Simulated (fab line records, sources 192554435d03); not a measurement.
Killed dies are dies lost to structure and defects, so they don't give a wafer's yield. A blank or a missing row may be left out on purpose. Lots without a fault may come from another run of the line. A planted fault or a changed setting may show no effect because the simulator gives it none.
A struck lot beside a sound one | flow n5_finfet | 38 steps out of a route of 1938
Sound: wafers L359.3, L359.5, L359.6. Struck: wafers L357.2, L357.6. (L357.5 of the same lot was not struck and is left out.) The cause comes at the end.
At each step with rows: each side's tool, then ch and its chambers, then its first start. Under that, the readings that differ: sound wafers | struck wafers | difference of the means | sigmas: that difference in standard deviations of wafers without a fault.
alike: readings whose means differ by less than 2 such deviations, and words and numbers that are the same on both sides. not compared: withheld readings, readings that some wafer has no value for, bounds like >300 that may hide the same value, and numbers for which the record gives no deviation and whose values overlap.
The two part at a step that has a row with sigmas, a row that says differs or no value, or rows on one side only. Numbers that don't overlap but have no deviation are shown without sigmas and don't part them. A reading that every wafer of one side lacks parts them only if that side has two wafers or more.

first, 9 steps without rows for these wafers: N5_BEOL_M3_ANNEAL_95 (time 240 s); N5_BEOL_M3_SPUTTER_96 (material Cu, target thk 4.5 nm, time 8.29 s); N5_BEOL_M3_ECD_50 (material Cu, target thk 300 nm); N5_BEOL_M3_ANNEAL_51 (time 90 s); N5_BEOL_M3_CMP_52 (polishes, stops on SiOC, t overpolish 6.8 s, target thk 40 nm); N5_BEOL_M3_PRE_CLEAN_60 (time 15 s); N5_BEOL_M3_CO_CAP_55 (material Co, precursor CCTBA/H2, target thk 2 nm, time 102.1 s); N5_BEOL_M3_PRE_CLEAN_56 (time 15 s); N5_BEOL_M3_DEP_57 (deposits SiCN from 3MS/NH3, target thk 8 nm, time 14 s).
N5_BEOL_M4_ILD_DEP_00: deposits SiOC from DEMS/O2, target thk 79 nm, time 15.3 s.
  sound on pecvd-04 ch 0,2, day 11 18:33; struck on pecvd-01 ch 0, day 11 07:33
  no value came back on the struck wafers for rf_fwd_power_W (W), susceptor_temp_C (C); on the sound wafers rf_fwd_power_W (W) reads 492.0 491.9 492.2
  reading                                      | sound          | struck  | difference | sigmas
  model.SiOC_of_BEOL_M4_ILD_DEP_00.thk_nm (nm) | 78.6 79.8 80.2 | 74.2 75 | -4.9       |
  alike: heater_power_w, showerhead_plenum_p_Torr, throttle_valve_pct
N5_BEOL_M4_THK_MEAS_01:
  sound on film_metro-01, day 11 18:37; struck on film_metro-01, day 11 07:38
  reading         | sound          | struck    | difference | sigmas
  M4_ILD_THK (nm) | 78.5 79.8 80.2 | 74.3 75.0 | -4.8       | -5
then, 24 steps without rows for these wafers: N5_BEOL_M4_PECVD_72 (deposits SiO2 from TEOS/O2, target thk 16 nm, time 18 s); N5_BEOL_M4_HM_DEP_02 (deposits TiN, target thk 20 nm); N5_BEOL_M4_COAT_61 (time 60 s, resist thk 60 nm); N5_BEOL_M4_COAT_62 (time 60 s, resist thk 12 nm); N5_BEOL_M4_COAT_73 (time 60 s, resist thk 5 nm); N5_BEOL_M4_COAT_05 (resist thk 30 nm); N5_BEOL_M4_EBR_07; N5_BEOL_M4_SOFTBAKE_06 (time 60 s); N5_BEOL_M4_EXPOSE_08 (exposes mask M4); N5_BEOL_M4_PEB_09 (peb time 60 s); N5_BEOL_M4_DEVELOP_10 (develop time 30 s); N5_BEOL_M4_DESCUM_16 (chemistry O2, time 7 s); N5_BEOL_M4_ETCH_74 (etches underlayer in N2/H2, target depth 6.5 nm, time 5.2 s); N5_BEOL_M4_ETCH_63 (etches SiARC in CF4, target depth 15.6 nm, time 26 s); N5_BEOL_M4_ETCH_64 (etches SOC in N2/H2, target depth 75 nm, overetch 22.5 nm, time 121.9 s); N5_BEOL_M4_STRIP_65 (strips in N2/H2); N5_BEOL_M4_STRIP_75 (strips in N2/H2); N5_BEOL_M4_STRIP_66 (strips in CF4); N5_BEOL_M4_HM_OPEN_17 (chemistry Cl2/BCl3, target TiN, target depth 20 nm, overetch 6 nm); N5_BEOL_M4_STRIP_19 (strips in O2); N5_BEOL_M4_COAT_67 (time 60 s, resist thk 60 nm); N5_BEOL_M4_COAT_68 (time 60 s, resist thk 12 nm); N5_BEOL_M4_COAT_76 (time 60 s, resist thk 5 nm); N5_BEOL_M4_COAT_22 (resist thk 30 nm).
N5_BEOL_M4_CMP_52: polishes, stops on SiOC, t overpolish 6.8 s, target thk 40 nm.
  sound on cmp-03 ch 0,1,3, day 12 02:49; struck on cmp-02 ch 0,3, day 11 21:56
  reading                                      | sound          | struck  | difference | sigmas
  model.SiOC_of_BEOL_M4_ILD_DEP_00.thk_nm (nm) | 75.6 76.8 77.2 | 71.2 72 | -4.9       |
  alike: head_pressure_psi, motor_current_A, platen_rpm
N5_BEOL_M4_RC_MEAS_101:
  sound on prober-01 ch 0, day 12 03:37; struck on prober-01 ch 0, day 11 22:40
  alike: DIBL_N, DIBL_P, IOFF_N, IOFF_P, ION_N, ION_P, SS_N, SS_P, VT_N, VT_P
-- the record jumps here: 5 days lie between the struck wafers' starts before and after (it left off in module BEOL_M4 and takes up again in module PASSIVATION, whose first step shown is number 1936 of the route) --
N5_PASSIVATION_PROBE_49:
  sound on prober-02, day 16 13:32; struck on prober-02, day 16 16:20
  reading                  | sound          | struck    | difference | sigmas
  defect_limited_yield (%) | 93.9 93.6 91.9 | 90.2 89.0 | -3.5       | -2
  killed_dies              | 72 75 96       | 116 130   | +42        | +2
  killed_open              | 47 44 55       | 81 95     | +39        | +3
  sort_bin_6_memory (%)    | 2.5 1.9 2.5    | 4.2 5.0   | +2.3       | +3
  sort_n_pass              | 1108 1105 1084 | 1064 1050 | -42        | -2
  sort_yield_pct (%)       | 93.9 93.6 91.9 | 90.2 89.0 | -3.5       | -2
  alike: killed_at_M0_to_M3, killed_at_M4_up, killed_at_contacts, killed_at_front_end, killed_at_other, killed_short, sort_bin_5_function

WHERE THEY PART
First at N5_BEOL_M4_ILD_DEP_00; last, within this record, at N5_PASSIVATION_PROBE_49.

WHY: what the simulator had put in
Process parameter drift: pecvd-01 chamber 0, from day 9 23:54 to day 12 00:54, at N5_BEOL_M4_ILD_DEP_00. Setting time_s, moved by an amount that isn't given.
